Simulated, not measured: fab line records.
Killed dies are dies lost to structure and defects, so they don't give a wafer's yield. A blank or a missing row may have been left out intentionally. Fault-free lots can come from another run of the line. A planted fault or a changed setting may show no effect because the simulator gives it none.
Matching of chambers ; flow nand-harc ; NHARC_A_BONDPAD_STRIP_15 on rie-diel-13 has 4 sister chambers
The step strips in O2. 24 wafers are shown with their chamber, then 12 later ones without.

## WAFERS, EACH WITH ITS CHAMBER
wafer;chamber;showerhead-plenum-p-Torr (Torr);drypump-motor-current-A (A);oes-product-au (a.u.)
L361.2;3;3.31;6.0;1.005
L361.5;3;3.31;6.0;0.997
L361.6;2;3.52;6.8;1.013
L359.1;0;3.41;6.1;0.978
L359.4;1;3.31;5.0;1.015
L359.6;2;3.52;6.7;1.015
L363.3;2;3.52;6.7;0.993
L363.4;3;3.31;6.1;0.989
L363.6;1;3.31;5.1;1.016
L364.1;1;3.31;5.0;0.999
L364.2;3;3.31;6.0;0.979
L364.3;0;3.41;6.1;0.961
L367.1;3;3.31;6.0;0.970
L367.2;0;3.41;6.1;0.970
L367.5;2;3.52;6.7;0.992
L365.1;3;3.31;6.1;0.980
L365.3;2;3.52;6.8;0.997
L365.5;2;3.52;6.8;1.005
L374.1;3;3.31;6.0;1.007
L374.3;0;3.40;6.1;0.966
L374.6;3;3.31;6.0;1.002
L373.1;3;3.31;6.1;1.003
L373.2;0;3.40;6.1;0.968
L373.5;1;3.31;5.0;1.017

SIGNATURES (means of the wafers above)
reading;chamber 0;chamber 1;chamber 2;chamber 3;scatter within a chamber
showerhead-plenum-p-Torr;3.4060;3.3100;3.5200;3.3100;0.00245
drypump-motor-current-A;6.100;5.025;6.750;6.033;0.0461
oes-product-au;0.96860;1.01175;1.00250;0.99244;0.0108
Rule: distance of a wafer from a chamber = root of the sum over the readings of ((wafer's reading minus chamber's mean) / reading's scatter) squared. The wafer belongs to the nearest chamber; if the next one is less than 2 further off, it can't be placed. How the scatter is found: for the shown wafers, subtract from each reading the mean of its chamber, square and add these, divide the total by (wafers less chambers), then take the root.

## WAFERS MISSING THEIR CHAMBER
wafer;showerhead-plenum-p-Torr (Torr);drypump-motor-current-A (A);oes-product-au (a.u.)
L376.1;3.31;6.1;0.983
L376.2;3.40;6.1;0.994
L376.3;3.31;5.1;1.018
L379.1;3.31;5.0;1.016
L379.3;3.40;6.1;0.984
L379.4;3.31;6.1;0.978
L381.2;3.31;6.0;0.981
L381.3;3.31;5.0;1.023
L381.4;3.52;6.7;1.011
L382.1;3.52;6.7;1.004
L382.2;3.40;6.1;0.981
L382.5;3.52;6.7;1.003

## WHICH CHAMBER EACH WENT THROUGH
wafer;from the rows above;in truth
L376.1;3;3
L376.2;0;0
L376.3;1;1
L379.1;1;1
L379.3;0;0
L379.4;3;3
L381.2;3;3
L381.3;1;1
L381.4;2;2
L382.1;2;2
L382.2;0;0
L382.5;2;2
Placed correctly: 12 of 12. Number that these rows cannot place: 0. Wrongly placed: 0.
